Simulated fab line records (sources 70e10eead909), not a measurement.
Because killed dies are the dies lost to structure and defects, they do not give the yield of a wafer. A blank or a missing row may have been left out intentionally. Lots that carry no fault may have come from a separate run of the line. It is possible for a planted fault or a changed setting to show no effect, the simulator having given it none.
fab line records	flow nand_harc
record lots=12	wafers=36	last_day=33
route steps=1302 shown A_M0@1158
lots that met no fault: from a run of the same line without faults
start_h: hours from the record's first day to the start of the lot's first wafer shown	wait_h: hours elapsed since this lot's preceding step	" repeats the value in the row above	L1.1+2: several wafers, shown together as one row	- no value present, or no start provided	* or withheld: withheld	< > ~ a bound
route shown NAME@n: NAME is a module with steps in the file, n the number in the route of the first one	usual: the fault-free wafers' mean and standard deviation	same: alike in all rows	chamber/n: place in a boat	sites: readings site by site	_std_site: the values' standard deviation	_edge_site: the outer-site mean with the inner-site mean subtracted	radius_mm: for every site, how far away it sits from the centre of the wafer	mask NAME#n: copy n	behind: the last tool/chamber to shape the wafer	hold: reason for holding the lot/hours on hold/outcome of the hold	device: names the non-switching transistor (n, p or np)	end of line: at the end of the route, the tests of the same wafers	a step with no rows: only its recipe	killed: not the wafer's yield, but the dies lost to structure and defects at the first sort	map: the dies of a wafer, with x for killed, . for not killed, _ for no die there
set.NAME: the setting as run; set.NAME@STEP: as run at that earlier step	model.NAME: the simulator's own value behind a step, which no gauge read
one table for each step of the route and one row for each wafer, over a sample of lots
services: the hour from which a tool's chamber was out of use, counted from the record's first day as start_h (under 0 if before that day), plus the number of hours and why
## steps
# step NHARC_A_M0_PVD_20
# recipe target_thk_a=50	bias_v=168.6	power_w=15000	chamber_pressure_pa=0.12	time_s=8.06	substrate_temp_c=50	material=TaN
# usual cathode_dc_power_W=15000/2.7	substrate_temp_c=50.00/0.11	throttle_valve_pct=29.7/0.68
# same time_s=8.06
lot.wafer	tool	chamber	start_h	wait_h	cathode_dc_power_W	substrate_temp_c	throttle_valve_pct
L449.1	pvd_sputter-01	-	524.66	-	14997	50.08	29.6
L449.3	"	-	"	"	14998	50.04	29.5
L449.6	"	-	"	"	15002	50.13	28.2
L450.3	pvd_sputter-01	-	539.08	-	15002	50.16	30.8
L450.6	"	-	"	"	15001	50.02	29.5
L450.5	"	-	"	"	14998	49.93	30.6
L451.3	pvd_sputter-03	-	539.50	-	15000	49.90	29.3
L451.2	"	-	"	"	14999	49.94	30.7
L451.4	"	-	"	"	14998	49.98	28.9
L452.3	pvd_sputter-02	-	563.49	-	15007	50.11	29.9
L452.4	"	-	"	"	15001	50.00	30.2
L452.5	"	-	"	"	15001	50.29	30.5
L453.3	pvd_sputter-03	-	565.18	-	15001	50.05	29.3
L453.2	"	-	"	"	15004	49.96	30.7
L453.6	"	-	"	"	15004	50.03	29.0
L456.1	pvd_sputter-03	-	594.56	-	15000	50.27	29.1
L456.4	"	-	"	"	15000	49.91	29.0
L456.6	"	-	"	"	14998	49.93	30.6
L459.4	pvd_sputter-01	-	621.32	-	15001	50.05	29.4
L459.3	"	-	"	"	15004	50.02	28.8
L459.5	"	-	"	"	14460	49.89	30.3
L465.1	pvd_sputter-02	-	683.20	-	15001	50.06	30.7
L465.4	"	-	"	"	15001	49.84	28.9
L465.6	"	-	"	"	14999	49.92	28.8
L467.3	pvd_sputter-01	-	708.97	-	15000	50.08	29.6
L467.4	"	-	"	"	15003	50.08	30.1
L467.5	"	-	"	"	15000	50.03	29.5
L470.3	pvd_sputter-01	-	740.16	-	15001	50.01	29.6
L470.5	"	-	"	"	15002	49.89	28.9
L470.6	"	-	"	"	14993	49.98	29.2
L469.2	pvd_sputter-01	-	741.66	-	14999	49.99	30.3
L469.3	"	-	"	"	15002	50.00	29.2
L469.5	"	-	"	"	15002	49.90	28.6
L471.2	pvd_sputter-03	-	761.68	-	14997	50.03	29.0
L471.3	"	-	"	"	14999	50.19	31.7
L471.6	"	-	"	"	14998	49.99	29.4
# step NHARC_A_M0_PVD_21
# recipe target_thk_a=300	chamber_pressure_pa=5	power_w=5000	substrate_temp_c=30	time_s=20.49	material=Cu
# usual cathode_dc_power_W=5000.0/0.96	substrate_temp_c=30.01/0.12	throttle_valve_pct=29.7/0.72
# same time_s=20.49
lot.wafer	tool	chamber	start_h	wait_h	cathode_dc_power_W	substrate_temp_c	throttle_valve_pct
L449.1	pvd_sputter-01	-	-	-	4998.7	30.08	30.7
L449.3	"	-	"	"	4998.5	30.13	29.6
L449.6	"	-	"	"	4998.2	30.03	30.8
L450.3	pvd_sputter-01	-	-	-	5001.6	30.13	29.4
L450.6	"	-	"	"	4999.4	30.19	29.4
L450.5	"	-	"	"	4999.2	29.90	29.7
L451.4	pvd_sputter-03	-	-	-	4999.8	30.08	29.1
L451.2	"	-	"	"	4998.1	30.01	29.7
L451.3	"	-	"	"	4998.3	29.94	30.6
L452.4	pvd_sputter-02	-	-	-	5001.6	29.89	30.1
L452.3	"	-	"	"	4999.0	30.10	29.0
L452.5	"	-	"	"	4999.2	30.07	29.0
L453.2	pvd_sputter-03	-	-	-	5001.6	30.01	29.2
L453.3	"	-	"	"	5000.4	29.92	29.2
L453.6	"	-	"	"	4999.6	30.08	30.7
L456.4	pvd_sputter-03	-	-	-	4998.8	30.05	29.4
L456.1	"	-	"	"	4999.6	29.95	29.7
L456.6	"	-	"	"	4998.7	29.94	30.6
L459.4	pvd_sputter-01	-	-	-	4998.8	29.92	30.2
L459.3	"	-	"	"	5000.4	30.13	28.9
L459.5	"	-	"	"	5001.3	29.96	29.2
L465.4	pvd_sputter-02	-	-	-	5000.6	29.70	28.8
L465.1	"	-	"	"	4999.4	30.03	30.2
L465.6	"	-	"	"	4999.7	30.00	30.4
L467.3	pvd_sputter-01	-	-	-	4998.9	29.98	29.4
L467.4	"	-	"	"	5002.3	30.09	30.2
L467.5	"	-	"	"	5000.7	30.11	30.2
L470.3	pvd_sputter-01	-	-	-	5000.4	30.13	29.7
L470.5	"	-	"	"	5000.1	30.09	30.4
L470.6	"	-	"	"	4999.0	29.81	28.6
L469.2	pvd_sputter-01	-	-	-	4999.8	29.99	29.6
L469.3	"	-	"	"	4998.2	29.99	29.3
L469.5	"	-	"	"	5002.1	29.77	28.8
L471.2	pvd_sputter-03	-	-	-	4999.7	29.89	30.0
L471.3	"	-	"	"	5000.4	30.03	29.5
L471.6	"	-	"	"	5001.7	30.25	31.6
# step NHARC_A_M0_THK_MEAS_24
# recipe thk_meas_gauge=xrf
# usual thk_nm=113.5/1.4
lot.wafer	tool	chamber	start_h	wait_h	thk_nm
L449.1	film_metro-02	-	525.93	-	112.9
L449.3	"	-	"	"	113.1
L449.6	"	-	"	"	112.7
L450.3	film_metro-02	-	540.38	-	112.3
L450.5	"	-	"	"	113.1
L450.6	"	-	"	"	111.9
L451.2	film_metro-02	-	540.80	-	113.1
L451.3	"	-	"	"	115.7
L451.4	"	-	"	"	113.0
L452.3	film_metro-01	-	564.77	-	114.6
L452.4	"	-	"	"	114.8
L452.5	"	-	"	"	111.0
L453.2	film_metro-01	-	566.43	-	110.5
L453.3	"	-	"	"	113.6
L453.6	"	-	"	"	110.5
L456.1	film_metro-01	-	595.87	-	114.6
L456.4	"	-	"	"	115.1
L456.6	"	-	"	"	114.1
L459.3	film_metro-02	-	622.61	-	115.7
L459.4	"	-	"	"	114.3
L459.5	"	-	"	"	114.0
L465.1	film_metro-01	-	684.49	-	113.1
L465.4	"	-	"	"	113.3
L465.6	"	-	"	"	115.5
L467.3	film_metro-01	-	710.31	-	115.5
L467.4	"	-	"	"	113.9
L467.5	"	-	"	"	114.3
L470.3	film_metro-01	-	741.42	-	112.4
L470.5	"	-	"	"	113.4
L470.6	"	-	"	"	116.8
L469.2	film_metro-01	-	742.95	-	113.6
L469.3	"	-	"	"	111.9
L469.5	"	-	"	"	114.5
L471.2	film_metro-01	-	762.97	-	113.6
L471.3	"	-	"	"	113.7
L471.6	"	-	"	"	115.0
# step NHARC_A_M0_DEP_32
# recipe target_thk_a=300	temp_c=370	target_thk_nm=30	pressure_torr=3	flow_sccm=200	rf_w=450	material=SiCN
# usual heater_power_w=572/68	susceptor_temp_C=370.05/0.21
lot.wafer	tool	chamber	start_h	wait_h	heater_power_w	susceptor_temp_C
L449.1	pecvd-04	1	526.23	0.1	640	369.73
L449.3	"	0	"	"	555	369.99
L449.6	"	2	"	"	666	370.27
L450.3	pecvd-04	0	540.73	0.1	603	369.79
L450.6	"	0	"	"	616	370.29
L450.5	"	1	"	"	636	370.02
L451.2	pecvd-01	2	541.14	0.1	476	370.01
L451.3	"	0	"	"	540	369.96
L451.4	"	2	"	"	470	370.23
L452.3	pecvd-01	1	565.07	0.1	508	369.88
L452.5	"	1	"	"	518	369.77
L452.4	"	0	"	"	616	370.19
L453.3	pecvd-04	1	566.73	0.1	586	370.48
L453.2	"	2	"	"	691	369.98
L453.6	"	1	"	"	588	370.04
L456.1	pecvd-01	1	596.22	0.1	447	370.04
L456.4	"	0	"	"	643	370.18
L456.6	"	2	"	"	471	369.62
L459.3	pecvd-01	1	623.00	0.1	515	370.04
L459.5	"	0	"	"	636	370.24
L459.4	"	1	"	"	518	370.05
L465.1	pecvd-04	0	684.93	0.1	552	369.82
L465.6	"	0	"	"	547	370.07
L465.4	"	1	"	"	660	369.75
L467.3	pecvd-02	0	710.61	0.1	520	370.15
L467.5	"	0	"	"	529	370.16
L467.4	"	1	"	"	657	370.12
L470.3	pecvd-01	2	741.77	0.1	527	369.92
L470.5	"	1	"	"	551	369.78
L470.6	"	2	"	"	511	370.20
L469.2	pecvd-04	2	743.25	0.1	577	370.15
L469.3	"	1	"	"	630	369.81
L469.5	"	0	"	"	501	370.31
L471.2	pecvd-02	2	763.32	0.1	443	370.31
L471.3	"	0	"	"	584	370.05
L471.6	"	1	"	"	573	370.02
## services
tool	chamber	start_h	hours	kind
pvd_sputter-02	-	505.00	23.0	repair
pecvd-01	0	505.37	-	clean
pecvd-01	1	505.37	-	clean
pecvd-01	2	505.37	-	clean
pvd_sputter-03	-	526.01	10.0	pm
pvd_sputter-02	-	540.03	2.4	repair
pvd_sputter-01	-	553.21	1.1	repair
pecvd-01	0	567.08	3.6	repair
pvd_sputter-03	-	578.29	5.6	repair
pecvd-04	0	580.22	5.0	repair
pvd_sputter-01	-	582.00	10.0	pm
pecvd-02	-	589.00	13.0	pm
pvd_sputter-03	-	622.00	1.2	repair
pvd_sputter-02	-	626.80	3.5	repair
pecvd-04	-	631.72	13.0	pm
pecvd-04	0	631.72	13.0	vent_cycle
pvd_sputter-01	-	634.66	4.1	repair
pecvd-01	1	647.24	4.2	repair
pecvd-04	0	650.65	3.8	repair
pvd_sputter-02	-	658.26	10.0	pm
pecvd-01	-	673.37	13.0	pm
pvd_sputter-03	-	704.01	10.0	pm
pvd_sputter-01	-	741.89	9.3	repair
pvd_sputter-01	-	760.00	10.0	pm
## key
first_sign step=NHARC_A_M0_PVD_20	reading=cathode_dc_power_W	direction=down	sigmas=99+	usual=*	struck=*
effect none on later readings
met_at NHARC_A_M0_PVD_20
struck_lots L459
struck_wafers L459.5
not_acting_at NHARC_A_M0_PVD_21,NHARC_A_M0_THK_MEAS_24,NHARC_A_M0_DEP_32
onset_between 539.08 621.32
fault kind=process_parameter_drift	tool=pvd_sputter-01	chamber=-	onset_h=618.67	steps=NHARC_A_M0_PVD_20	channel=power_w	offset=*	shape=step	end_h=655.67	acts_in=*	stated=*	scope=struck_wafers_only
